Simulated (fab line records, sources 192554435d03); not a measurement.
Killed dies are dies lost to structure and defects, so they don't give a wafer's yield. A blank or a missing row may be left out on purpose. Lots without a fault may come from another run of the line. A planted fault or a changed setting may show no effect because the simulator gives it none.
fab line records | flow n5_finfet
record lots=7 wafers=21 last_day=19
route steps=1938 shown BEOL_M3@960 BEOL_M4@1111 PASSIVATION@1936
lots that met no fault: from a run of the same line without faults
start_h: hours from the record's first day to the start of the lot's first wafer shown | wait_h: hours since the lot's step before | " the same as in the row above | L1.1+2: a row that stands for several wafers | - no value, or no start given | * or withheld: withheld | < > ~ a bound
route shown NAME@n: a module of which the file shows steps, and the number in the route of the first | usual: mean/standard deviation of fault-free wafers | same: alike in all rows | chamber/n: place in a boat | sites: the reading at each site | _std_site: their standard deviation | _edge_site: outer sites' mean less inner sites' | radius_mm: how far each site lies from the wafer's centre | mask NAME#n: copy n | behind: the tool/chamber that last shaped the wafer | hold: why the lot was held/for how many hours/how that ended | device: the transistor (n, p or np) that didn't switch | end of line: the same wafers' tests at the end of the route | a step without rows: its recipe alone | killed: dies lost to structure and defects at the first sort, not the wafer's yield | map: a wafer's dies, x killed, . not, _ none there
set.NAME: the setting as run; set.NAME@STEP: as run at that earlier step | model.NAME: the simulator's own value behind a step, which no gauge read
lots at some steps of the route; a table a step, a row a wafer
services: from which hour (start_h, from the record's first day; less than 0 if before it) a tool's chamber was out of use, for how many hours, and why
## steps
# step N5_BEOL_M3_COAT_22
# recipe resist=CAR-EUV spin_rpm=1500 resist_thk_nm=30
# step N5_BEOL_M3_EBR_24
# recipe solvent=PGMEA ebr_width_mm=1.5
# step N5_BEOL_M3_SOFTBAKE_23
# recipe temp_c=110 time_s=60 resist=CAR-EUV
# step N5_BEOL_M3_EXPOSE_25
# recipe mask_id=V2 na=0.33 source_shape=quasar sigma_inner=0.2 sigma_outer=0.8 polarization=unpolarized defocus_nm=5 dose_mj=63
# step N5_BEOL_M3_PEB_26
# recipe peb_temp_c=100 peb_time_s=60 resist=CAR-EUV
# step N5_BEOL_M3_DEVELOP_27
# recipe develop_time_s=30 developer=TMAH resist=CAR-EUV rinse_liquid=surfactant_rinse dry=air_spin dev_temp_c=23
# step N5_BEOL_M3_CD_MEAS_28
# recipe target_cd_nm=25.7 landing_energy_ev=500 detector=se_inlens target_cd_y_nm=23.3 polarity=opening
# usual cd_nm=25.60/0.24
# same landing_energy_ev=500
# columns lot.wafer tool chamber start_h wait_h cd_nm
L569.1 cd_sem-01 0 156.05 - 26.12
L569.3 " 0 " " 25.87
L569.5 " 0 " " 25.62
L572.1 cd_sem-01 0 170.29 - 25.94
L572.3 " 0 " " 25.52
L572.5 " 0 " " 25.23
L575.3 cd_sem-03 0 202.72 - 25.55
L575.4 " 0 " " 25.35
L575.5 " 0 " " 25.19
L577.1 cd_sem-03 0 209.92 - 25.37
L577.3 " 0 " " 25.32
L577.5 " 0 " " 25.26
L579.1 cd_sem-02 0 223.97 - 25.56
L579.3 " 0 " " 25.69
L579.4 " 0 " " 25.35
L581.1 cd_sem-02 0 230.84 - 25.94
L581.4 " 0 " " 25.40
L581.5 " 0 " " 25.81
L591.1 cd_sem-03 0 321.03 - 25.62
L591.2 " 0 " " 25.93
L591.6 " 0 " " 25.77
# step N5_BEOL_M3_OVL_MEAS_29
# recipe points_per_wafer=522
# usual V2_OVL=-0.7/0.69
# columns lot.wafer tool chamber start_h wait_h V2_OVL[nm]
L569.1 overlay-01 0 156.08 0.0 -2.0
L569.3 " 0 " " -1.6
L569.5 " 0 " " -1.8
L572.1 overlay-02 0 170.32 0.0 -1.2
L572.3 " 0 " " -1.5
L572.5 " 0 " " -1.1
L575.3 overlay-01 0 202.76 0.0 -0.2
L575.4 " 0 " " 0.1
L575.5 " 0 " " 0.3
L577.1 overlay-01 0 209.96 0.0 -2.0
L577.3 " 0 " " -1.6
L577.5 " 0 " " -1.3
L579.1 overlay-01 0 224.00 0.0 -2.9
L579.3 " 0 " " -1.1
L579.4 " 0 " " -1.3
L581.1 overlay-02 0 230.87 0.0 -0.3
L581.4 " 0 " " -1.2
L581.5 " 0 " " -1.0
L591.1 overlay-01 0 321.06 0.0 -0.4
L591.2 " 0 " " 0.3
L591.6 " 0 " " 0.9
# step N5_BEOL_M3_INSPECT_30
# recipe mode=adi inspect_instrument=brightfield
# usual raw_defect_count=416/97
# columns lot.wafer tool chamber start_h wait_h raw_defect_count
L569.1 defect_inspect-02 - 156.14 0.1 677
L569.3 " - " " 561
L569.5 " - " " 563
L572.1 defect_inspect-01 - 170.38 0.1 241
L572.3 " - " " 391
L572.5 " - " " 289
L575.3 defect_inspect-01 - 202.81 0.0 469
L575.4 " - " " 506
L575.5 " - " " 277
L577.1 defect_inspect-01 - 210.02 0.1 339
L577.3 " - " " 374
L577.5 " - " " 369
L579.1 defect_inspect-02 - 224.06 0.1 257
L579.3 " - " " 408
L579.4 " - " " 354
L581.1 defect_inspect-02 - 230.93 0.1 330
L581.4 " - " " 287
L581.5 " - " " 383
L591.1 defect_inspect-01 - 321.12 0.1 583
L591.2 " - " " 470
L591.6 " - " " 461
# step N5_BEOL_M3_DESCUM_33
# recipe chemistry=O2 time_s=7 source_power_w=50 bias_power_w=20 pressure_mtorr=20 rf_frequency_hz=2.712e+07 temp_c=40 resist=CAR-EUV o2_flow_sccm=225
# usual drypump_motor_current_A=5.6/0.54 oes_product_au=0.78/0.085 rf_vpp_V=243.3/1.4 showerhead_plenum_p_Torr=2.11/0.07 throttle_valve_pct=20.56/0.18
# columns lot.wafer tool chamber start_h wait_h drypump_motor_current_A oes_product_au rf_hours_counter_h rf_vpp_V showerhead_plenum_p_Torr throttle_valve_pct
L569.1 rie_diel-03 2 156.17 0.0 6.2 0.71 225 244.7 2.16 20.57
L569.3 " 2 " " 6.1 0.71 - 244.0 2.16 20.55
L569.5 " 1 " " 6.0 0.73 - 243.1 2.10 20.63
L572.1 rie_diel-03 0 170.41 0.0 4.9 0.77 152 242.9 2.02 20.76
L572.3 " 2 " " 6.1 0.70 231 243.4 2.16 20.55
L572.5 " 0 " " 4.9 0.77 - 241.5 2.02 20.77
L575.3 rie_diel-03 3 203.75 0.9 6.3 0.95 10 241.6 2.06 20.62
L575.4 " 0 " " 4.9 0.75 164 243.3 2.01 20.79
L575.5 " 2 " " 6.2 0.69 - 244.8 2.15 20.60
L577.1 rie_diel-03 2 210.05 0.0 6.2 0.69 248 243.6 2.15 20.60
L577.3 " 0 " " 4.9 0.75 166 239.9 2.01 20.79
L577.5 " 2 " " 6.1 0.69 - 243.5 2.15 20.62
L579.1 rie_diel-05 3 224.10 0.0 6.1 0.87 45 241.4 2.05 20.22
L579.3 " 1 " " 5.6 0.83 68 245.4 2.22 20.62
L579.4 " 2 " " 5.0 0.92 26 245.4 2.23 20.55
L581.1 rie_diel-04 2 230.96 0.0 5.1 0.70 205 240.7 1.99 20.47
L581.4 " 1 " " 4.9 0.74 171 244.1 2.14 20.69
L581.5 " 0 " " 5.3 0.73 - 244.0 2.09 20.23
L591.1 rie_diel-03 0 321.16 0.0 4.9 0.73 201 242.1 2.00 20.83
L591.2 " 1 " " 6.0 0.69 206 242.5 2.08 20.73
L591.6 " 0 " " 4.9 0.73 - 241.3 2.00 20.85
# step N5_BEOL_M3_ETCH_77
# recipe chemistry=N2/H2 target=underlayer target_depth_a=65 mask_material=CAR-EUV time_s=5.2 ion_energy_ev=200 pressure_mtorr=30 source_w=840 bias_w=150 n2_flow_sccm=200 h2_flow_sccm=200 ends=cleared
# usual bias_w=150.0/0.46 drypump_motor_current_A=5.6/0.54 etch_rf_on_time_s=5.19/0.099 oes_product_au=0.67/0.074 rf_vpp_V=524.3/2.8 showerhead_plenum_p_Torr=2.55/0.089 throttle_valve_pct=17.91/0.22
# columns lot.wafer tool chamber start_h wait_h bias_w drypump_motor_current_A etch_rf_on_time_s oes_product_au rf_hours_counter_h rf_vpp_V showerhead_plenum_p_Torr throttle_valve_pct
L569.1 rie_diel-03 2 156.22 0.0 149.9 6.1 5.15 0.60 225 526.4 2.61 17.87
L569.3 " 2 " " 150.2 6.1 5.22 0.61 - 525.7 2.61 17.91
L569.5 " 1 " " 150.0 6.0 5.24 0.62 - 524.4 2.54 18.02
L572.1 rie_diel-03 0 170.44 0.0 149.1 4.9 5.18 0.65 152 520.6 2.44 18.16
L572.3 " 2 " " 150.2 6.2 5.14 0.60 231 523.6 2.61 17.89
L572.5 " 0 " " 149.6 4.9 5.21 0.66 - 522.0 2.44 18.17
L575.3 rie_diel-03 3 203.78 0.0 150.6 6.3 5.23 0.80 10 524.6 2.48 17.81
L575.4 " 0 " " 150.3 4.9 5.29 0.63 164 522.5 2.44 18.16
L575.5 " 2 " " 149.7 6.1 5.18 0.59 - 525.7 2.60 17.94
L577.1 rie_diel-03 2 210.08 0.0 149.5 6.2 5.16 0.59 248 524.9 2.60 17.94
L577.3 " 0 " " 149.8 4.9 5.23 0.65 166 520.5 2.44 18.18
L577.5 " 2 " " 149.7 6.2 5.12 0.59 - 525.3 2.60 17.93
L579.1 rie_diel-05 3 224.13 0.0 149.2 6.1 5.30 0.71 45 523.4 2.46 17.48
L579.3 " 1 " " 150.2 5.6 5.01 0.71 68 528.0 2.68 17.91
L579.4 " 2 " " 149.4 5.1 5.07 0.78 26 530.6 2.69 17.83
L581.1 rie_diel-04 2 231.00 0.0 150.3 5.1 5.16 0.62 205 521.1 2.40 17.80
L581.4 " 1 " " 150.6 4.9 5.23 0.63 171 528.6 2.64 18.27
L581.5 " 0 " " 149.6 5.3 5.17 0.62 - 523.6 2.54 17.66
L591.1 rie_diel-03 0 321.20 0.0 150.2 4.9 5.25 0.63 201 519.6 2.42 18.21
L591.2 " 1 " " 150.4 6.1 5.27 0.58 206 522.7 2.52 18.13
L591.6 " 0 " " 150.7 4.9 5.25 0.62 - 521.3 2.42 18.22
# step N5_BEOL_M3_ETCH_69
# recipe chemistry=CF4 target=SiARC target_depth_a=156 mask_material=CAR-EUV time_s=26 ion_energy_ev=80 pressure_mtorr=40 source_w=545 bias_w=36 Ar_flow_sccm=100 cf4_flow_sccm=100 ends=cleared
# usual bias_w=36.00/0.11 drypump_motor_current_A=5.6/0.54 etch_rf_on_time_s=26.0/0.46 oes_product_au=0.67/0.074 rf_vpp_V=184.2/1.2 showerhead_plenum_p_Torr=2.16/0.072 throttle_valve_pct=15.73/0.19
# columns lot.wafer tool chamber start_h wait_h bias_w drypump_motor_current_A etch_rf_on_time_s oes_product_au rf_hours_counter_h rf_vpp_V showerhead_plenum_p_Torr throttle_valve_pct
L569.1 rie_diel-03 2 156.25 0.0 36.14 6.1 25.9 0.60 225 184.3 2.21 15.77
L569.3 " 2 " " 36.04 6.1 26.0 0.60 - 185.5 2.21 15.75
L569.5 " 1 " " 36.10 6.0 26.2 0.62 - 184.6 2.15 15.83
L572.1 rie_diel-03 0 170.46 0.0 36.07 4.9 25.9 0.65 152 182.1 2.05 15.84
L572.3 " 2 " " 35.93 6.1 25.4 0.61 231 184.2 2.21 15.78
L572.5 " 0 " " 36.20 4.9 26.3 0.66 - 182.3 2.05 15.85
L575.3 rie_diel-03 3 203.80 0.0 35.97 6.3 25.7 0.82 10 183.2 2.11 15.72
L575.4 " 0 " " 36.14 4.9 26.3 0.65 164 184.0 2.04 15.87
L575.5 " 2 " " 35.88 6.1 25.7 0.59 - 185.2 2.20 15.80
L577.1 rie_diel-03 2 210.10 0.0 35.96 6.1 25.7 0.59 248 184.1 2.20 15.81
L577.3 " 0 " " 36.02 4.9 26.1 0.64 166 183.2 2.04 15.87
L577.5 " 2 " " 36.16 6.1 25.5 0.59 - 185.9 2.20 15.79
L579.1 rie_diel-05 3 224.15 0.0 36.00 6.1 26.4 0.73 45 183.7 2.09 15.30
L579.3 " 1 " " 35.99 5.6 25.3 0.72 68 185.5 2.27 15.81
L579.4 " 2 " " 35.97 5.0 25.4 0.79 26 186.6 2.27 15.64
L581.1 rie_diel-04 2 231.01 0.0 35.98 5.1 25.7 0.61 205 181.5 2.05 15.76
L581.4 " 1 " " 35.91 4.9 26.5 0.62 171 184.3 2.23 16.03
L581.5 " 0 " " 36.01 5.3 26.0 0.62 - 182.9 2.14 15.46
L591.1 rie_diel-03 0 321.22 0.0 36.02 4.9 26.2 0.62 201 182.5 2.03 15.94
L591.2 " 1 " " 36.07 6.0 26.4 0.58 206 181.9 2.13 15.93
L591.6 " 0 " " 36.00 4.9 26.4 0.62 - 182.3 2.03 15.94
# step N5_BEOL_M3_ALD_98
# recipe material=SiO2 target_thk_a=25 temp_c=100 ald_precursor_family=BDEAS ald_co_reactant=O2-plasma pulse_time_s=1 co_reactant_pulse_time_s=1 purge_time_s=2 co_reactant_purge_time_s=2 ald_cycles=17 pressure_torr=2
# usual ald_cycles=17/0 heater_power_w=78/7.8 precursor_pulse_height_rel=0.999/0.021
# columns lot.wafer tool chamber start_h wait_h ald_cycles heater_power_w precursor_pulse_height_rel model.SiO2_of_BEOL_M3_ALD_98.thk_nm
L569.1 ald_sin-02 0 156.36 0.1 17 76 0.962 2.6
L569.3 " 3 " " 17 73 1.012 2.6
L569.5 " 0 " " 17 73 1.013 2.6
L572.1 ald_sin-03 2 170.54 0.1 17 82 1.021 2.4
L572.3 " 0 " " 17 82 0.984 2.4
L572.5 " 3 " " 17 68 0.992 2.4
L575.3 ald_sin-02 0 203.88 0.1 17 73 1.022 2.4
L575.4 " 1 " " 17 69 1.008 2.6
L575.5 " 0 " " 5 73 1.018 0.8
L577.1 ald_sin-01 1 210.45 0.3 17 91 1.004 2.6
L577.3 " 3 " " 17 67 0.988 2.4
L577.5 " 2 " " 17 88 0.966 2.4
L579.1 ald_sin-02 1 224.23 0.1 5 72 1.008 0.8
L579.3 " 0 " " 17 76 0.997 2.4
L579.4 " 2 " " 17 82 1.000 2.4
L581.1 ald_sin-02 3 231.09 0.1 5 76 0.977 0.8
L581.4 " 0 " " 17 74 1.024 2.4
L581.5 " 0 " " 5 74 1.000 0.8
L591.1 ald_sin-02 1 321.30 0.1 17 69 0.962 2.6
L591.2 " 2 " " 17 80 0.958 2.4
L591.6 " 1 " " 17 69 1.002 2.6
# step N5_BEOL_M3_ETCHBACK_99
# recipe chemistry=CHF3 target=SiO2 target_depth_a=50 time_s=10.4 source_w=215 bias_w=47 Ar_flow_sccm=200 CHF3_flow_sccm=12 ion_energy_ev=100 pressure_mtorr=30
# usual bias_w=46.98/0.15 drypump_motor_current_A=5.5/0.53 oes_f_703_au=0.77/0.072 oes_product_au=0.77/0.077 rf_vpp_V=242/4 showerhead_plenum_p_Torr=2.16/0.075 throttle_valve_pct=17.16/0.22
# columns lot.wafer tool chamber start_h wait_h bias_w drypump_motor_current_A oes_f_703_au oes_product_au rf_hours_counter_h rf_vpp_V showerhead_plenum_p_Torr throttle_valve_pct
L569.1 rie_diel-03 2 158.98 2.6 46.72 6.1 0.71 0.71 226 247 2.21 17.13
L569.3 " 2 " " 46.95 6.1 0.71 0.71 - 247 2.21 17.14
L569.5 " 1 " " 47.16 6.0 0.72 0.73 - 238 2.15 17.22
L572.1 rie_diel-03 0 171.16 0.6 47.14 4.9 0.76 0.78 153 241 2.06 17.33
L572.3 " 2 " " 47.00 6.2 0.71 0.70 231 247 2.21 17.15
L572.5 " 1 " " 46.83 6.0 0.72 0.73 - 239 2.15 17.25
L575.3 rie_diel-03 1 211.52 7.6 47.06 6.0 0.70 0.71 172 239 2.14 17.27
L575.4 " 0 " " 47.00 4.9 0.75 0.75 167 241 2.05 17.34
L575.5 " 3 " " 46.74 6.3 0.94 0.95 - 238 2.13 17.29
L577.1 rie_diel-03 2 211.97 1.5 47.20 6.1 0.70 0.69 249 246 2.20 17.19
L577.3 " 3 " " 46.77 6.3 0.93 0.94 13 236 2.13 17.29
L577.5 " 1 " " 46.77 6.0 0.71 0.71 - 238 2.14 17.27
L579.1 rie_diel-04 3 226.03 1.8 46.81 4.9 0.72 0.73 176 246 2.22 17.21
L579.3 " 0 " " 47.07 5.3 0.72 0.73 166 246 2.14 16.85
L579.4 " 1 " " 47.19 4.9 0.73 0.72 - 243 2.24 17.51
L581.1 rie_diel-03 1 239.48 8.3 46.94 6.0 0.70 0.70 183 238 2.14 17.27
L581.4 " 3 " " 46.99 6.3 0.92 0.91 23 235 2.13 17.32
L581.5 " 0 " " 47.06 4.9 0.74 0.75 - 242 2.05 17.35
L591.1 rie_diel-03 1 328.94 7.6 47.28 6.0 0.68 0.68 209 239 2.13 17.34
L591.2 " 0 " " 46.70 4.9 0.72 0.73 203 240 2.04 17.42
L591.6 " 0 " " 46.65 4.9 0.72 0.73 - 242 2.04 17.41
# step N5_BEOL_M4_RC_MEAS_101
# usual DIBL_N=36.5/1.9 DIBL_P=36.7/2.1 IOFF_N=0.17/0.035 IOFF_P=0.22/0.042 ION_N=676/10 ION_P=462/8.1 SS_N=71.5/0.72 SS_P=73.4/0.7 VT_N=249/3.1 VT_P=-250/3.9
# columns lot.wafer tool chamber start_h wait_h DIBL_N[mV/V] DIBL_P[mV/V] IOFF_N[nA/um] IOFF_P[nA/um] ION_N[uA/um] ION_P[uA/um] SS_N[mV/dec] SS_P[mV/dec] VT_N[mV] VT_P[mV]
L569.1 prober-02 0 180.82 0.0 34.3 33.2 0.13 0.19 676 465 71.0 72.3 250 -251
L569.3 " 0 " " 38.0 38.7 0.21 0.29 690 471 72.5 73.7 247 -246
L569.5 " 0 " " 38.3 39.5 0.21 0.30 694 480 72.7 74.3 246 -247
L572.1 prober-02 0 193.66 0.0 34.8 35.1 0.12 0.19 662 463 71.1 73.1 253 -252
L572.3 " 0 " " 34.6 34.4 0.12 0.18 663 459 71.2 72.5 255 -252
L572.5 " 0 " " 35.4 36.0 0.14 0.20 672 467 71.2 73.1 252 -250
L575.3 prober-02 0 227.89 0.3 37.9 38.5 0.19 0.25 685 469 71.5 73.9 246 -247
L575.4 " 0 " " 36.9 36.5 0.17 0.22 672 468 70.6 72.7 248 -249
L575.5 " 0 " " 37.0 37.9 0.18 0.25 694 476 71.0 73.8 249 -247
L577.1 prober-01 0 230.29 0.0 37.3 38.5 0.18 0.24 677 464 71.4 73.4 246 -247
L577.3 " 0 " " 37.7 39.2 0.17 0.23 676 464 72.0 73.8 250 -249
L577.5 " 0 " " 38.4 39.2 0.20 0.25 681 464 72.5 74.3 248 -248
L579.1 prober-01 0 251.37 0.0 36.1 36.4 0.15 0.20 662 459 71.8 73.0 252 -252
L579.3 " 0 " " 35.5 34.7 0.14 0.17 665 452 72.0 72.9 251 -253
L579.4 " 0 " " 34.6 33.7 0.13 0.16 665 458 71.5 72.3 254 -255
L581.1 prober-01 0 255.23 0.0 38.7 40.6 0.23 0.25 688 464 72.5 74.1 244 -249
L581.4 " 0 " " 36.5 37.8 0.18 0.20 679 458 71.3 73.4 245 -251
L581.5 " 0 " " 38.6 40.6 0.24 0.24 694 463 72.5 74.4 244 -248
L591.1 prober-01 0 348.12 0.0 37.1 37.8 0.19 0.25 689 474 72.3 73.7 249 -247
L591.2 " 0 " " 33.4 33.7 0.13 0.19 662 459 70.9 72.1 252 -249
L591.6 " 0 " " 33.1 33.0 0.13 0.18 661 454 71.0 72.3 251 -253
# step N5_PASSIVATION_PROBE_49
# usual defect_limited_yield=91.4/1.5 killed_at_M0_to_M3=35/12 killed_at_M4_up=13/5.8 killed_at_contacts=12/5.5 killed_at_front_end=36/9.9 killed_at_other=4/3.7 killed_dies=101/18 killed_open=66/13 killed_short=33/8 sort_bin_4_leakage=0.00/0.016 sort_bin_5_function=5.0/1 sort_bin_6_memory=3.2/0.67 sort_n_pass=1079/18 sort_yield_pct=91.4/1.5
# same gross_dies=1180 killed_at_back_side=0 sort_bin_8_speed[%]=0
# columns lot.wafer tool chamber start_h wait_h defect_limited_yield[%] killed_at_M0_to_M3 killed_at_M4_up killed_at_contacts killed_at_front_end killed_at_other killed_dies killed_open killed_short sort_bin_4_leakage[%] sort_bin_5_function[%] sort_bin_6_memory[%] sort_n_pass sort_yield_pct[%]
L569.1 prober-01 - 299.94 0.0 91.8 44 14 5 31 3 97 65 29 0 5.0 2.9 1083 91.8
L569.3 prober-01 - 300.04 0.1 90.2 39 19 15 41 2 116 66 45 0 5.5 3.4 1064 90.2
L569.5 prober-01 - 300.14 0.2 89.7 64 7 8 42 1 122 77 44 0 6.2 3.5 1058 89.7
L572.1 prober-02 - 308.10 0.0 89.7 51 13 11 46 1 122 77 40 0 5.3 4.2 1058 89.7
L572.3 prober-02 - 308.20 0.1 91.3 39 9 6 44 5 103 63 38 0 5.0 3.4 1077 91.3
L572.5 prober-02 - 308.30 0.2 91.6 36 14 7 35 7 99 63 34 0 4.5 3.6 1081 91.6
L577.1 prober-01 - 332.34 0.0 89.6 36 10 10 60 7 123 75 48 0 6.5 3.4 1057 89.6
L577.3 prober-01 - 332.44 0.1 89.5 40 5 13 57 9 124 81 42 0 6.1 4.2 1056 89.5
L577.5 prober-01 - 332.54 0.2 93.1 37 3 7 26 8 81 55 26 0 4.3 2.5 1099 93.1
L575.3 prober-02 - 332.44 0.1 90.8 45 13 13 33 5 109 67 42 0 5.4 3.3 1071 90.8
L575.4 prober-02 - 332.49 0.2 92.8 35 11 13 20 6 85 54 31 0 3.8 3.0 1095 92.8
L575.5 prober-02 - 332.54 0.2 93.0 40 10 14 18 1 83 56 27 0 3.6 3.1 1097 93.0
# killed by level:class
L569.1 BEOL_M0_SAQP:geometric_particle:open=13 BEOL_M2:geometric_particle:open=11 STI_FIN_REVEAL:geometric_particle:open=10 BEOL_M3:geometric_particle:open=9 BEOL_M4:geometric_particle:open=8 GATE_CUT:geometric_particle:short=5 BEOL_M0_SAQP:geometric_particle:short=5 MOL_CONTACT_COAG:geometric_particle:open=4
L569.3 FIN_SAQP:geometric_particle:short=11 BEOL_M2:geometric_particle:open=11 MOL_CONTACT_COAG:geometric_particle:open=10 BEOL_M3:geometric_particle:short=9 FIN_SAQP:geometric_particle:open=8 BEOL_M4:geometric_particle:open=8 BEOL_M0_SAQP:geometric_particle:short=6 MOL_CONTACT_COAG:geometric_particle:short=5
L569.5 FIN_SAQP:geometric_particle:open=17 BEOL_M3:geometric_particle:open=14 FIN_SAQP:geometric_particle:short=11 BEOL_M0_SAQP:geometric_particle:short=11 BEOL_M2:geometric_particle:open=8 MOL_CONTACT_COAG:geometric_particle:open=8 BEOL_M0_SAQP:geometric_particle:open=8 BEOL_M1:geometric_particle:short=8
L572.1 BEOL_M0_SAQP:geometric_particle:short=19 BEOL_M0_SAQP:geometric_particle:open=18 FIN_SAQP:geometric_particle:open=12 STI_FIN_REVEAL:geometric_particle:open=9 MOL_CONTACT_COAG:geometric_particle:open=7 FIN_SAQP:geometric_particle:short=5 BEOL_M4:geometric_particle:open=5 MOL_CONTACT_COAG:geometric_particle:short=4
L572.3 BEOL_M0_SAQP:geometric_particle:short=14 STI_FIN_REVEAL:geometric_particle:open=13 FIN_SAQP:geometric_particle:short=9 BEOL_M3:geometric_particle:open=9 FIN_SAQP:geometric_particle:open=8 BEOL_M0_SAQP:geometric_particle:open=7 BEOL_M1:geometric_particle:open=7 MOL_CONTACT_COAG:geometric_particle:open=5
L572.5 BEOL_M0_SAQP:geometric_particle:open=12 BEOL_M0_SAQP:geometric_particle:short=11 FIN_SAQP:geometric_particle:open=9 FIN_SAQP:geometric_particle:short=6 DUMMY_GATE:geometric_particle:open=6 MOL_CONTACT_COAG:geometric_particle:open=6 BEOL_M5:geometric_particle:open=4 MIM_BOT:geometric_particle:short=4
L577.1 STI_FIN_REVEAL:geometric_particle:open=20 BEOL_M0_SAQP:geometric_particle:short=16 FIN_SAQP:geometric_particle:open=13 BEOL_M3:geometric_particle:open=8 FIN_SAQP:geometric_particle:short=7 MOL_CONTACT_COAG:geometric_particle:open=6 DUMMY_GATE:geometric_particle:open=4 MOL_CONTACT_COAG:geometric_particle:short=4
L575.3 BEOL_M2:geometric_particle:open=16 MOL_CONTACT_COAG:geometric_particle:open=11 BEOL_M0_SAQP:geometric_particle:short=8 BEOL_M0_SAQP:geometric_particle:open=8 GATE_CUT:geometric_particle:short=7 BEOL_M3:geometric_particle:open=7 FIN_SAQP:geometric_particle:short=6 BEOL_M4:geometric_particle:open=5
L577.3 STI_FIN_REVEAL:geometric_particle:open=23 BEOL_M0_SAQP:geometric_particle:open=12 MOL_CONTACT_COAG:geometric_particle:open=10 BEOL_M0_SAQP:geometric_particle:short=8 BEOL_M3:geometric_particle:open=8 STARTING-WAFER:geometric_particle:short=5 BEOL_M2:geometric_particle:open=5 FIN_SAQP:geometric_particle:short=4
L575.4 MOL_CONTACT_COAG:geometric_particle:open=12 BEOL_M1:geometric_particle:open=8 BEOL_M2:geometric_particle:open=7 BEOL_M0_SAQP:geometric_particle:open=6 FIN_SAQP:geometric_particle:short=5 BEOL_M7:geometric_particle:open=5 BEOL_M1:geometric_particle:short=4 GATE_CUT:geometric_particle:short=3
L575.5 BEOL_M0_SAQP:geometric_particle:open=13 BEOL_M0_SAQP:geometric_particle:short=13 MOL_CONTACT_COAG:geometric_particle:open=11 BEOL_M3:geometric_particle:open=6 STI_FIN_REVEAL:geometric_particle:open=4 FIN_SAQP:geometric_particle:open=3 GATE_CUT:geometric_particle:open=3 MOL_CONTACT_COAG:geometric_particle:short=3
L577.5 BEOL_M0_SAQP:geometric_particle:open=15 BEOL_M0_SAQP:geometric_particle:short=9 MOL_CONTACT_COAG:geometric_particle:open=7 STI_FIN_REVEAL:geometric_particle:open=6 MIM_BOT:geometric_particle:open=5 GATE_CUT:geometric_particle:short=4 BEOL_M3:geometric_particle:short=3 STARTING-WAFER:geometric_particle:open=3
## services
# columns tool chamber start_h hours kind
rie_diel-05 - 147.63 0.9 repair
ald_sin-02 - 150.28 6.0 pm
rie_diel-03 3 153.55 - clean
rie_diel-03 3 153.55 - consumable_replace:focus_ring
rie_diel-03 3 153.55 24.3 scheduled_down
rie_diel-03 3 153.55 24.3 vent_cycle
rie_diel-03 0 154.99 7.7 repair
rie_diel-04 - 174.46 15.6 pm
ald_sin-02 2 176.22 2.9 repair
ald_sin-03 - 176.81 14.0 pm
rie_diel-05 2 179.59 5.7 repair
rie_diel-05 1 184.83 6.6 repair
rie_diel-05 - 187.41 14.6 pm
rie_diel-03 0 196.77 6.4 repair
rie_diel-04 3 200.90 12.8 repair
rie_diel-04 2 216.19 9.9 repair
rie_diel-03 2 216.52 - clean
ald_sin-03 0 251.36 5.1 repair
rie_diel-05 3 251.62 3.5 repair
rie_diel-03 - 253.91 0.7 repair
ald_sin-01 - 268.32 14.0 pm
ald_sin-03 - 275.65 6.1 pm
rie_diel-04 3 309.13 11.7 repair
rie_diel-04 1 326.22 4.5 repair
## key
first_sign step=N5_BEOL_M3_ALD_98 reading=ald_cycles direction=down sigmas=99+ usual=* struck=*
effect none on later readings
model_effect step=N5_BEOL_M3_ALD_98 value=SiO2_of_BEOL_M3_ALD_98.thk_nm without=2.55 struck=0.8
met_at N5_BEOL_M3_ALD_98
struck_wafers L575.5,L579.1,L581.1,L581.5
onset_between 156.36 203.88
fault kind=process_parameter_drift tool=ald_sin-02 chamber=- onset_h=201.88 steps=N5_BEOL_M3_ALD_98 channel=ald_cycles offset=* shape=step end_h=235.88 scope=struck_wafers_only acts_in=* stated=*
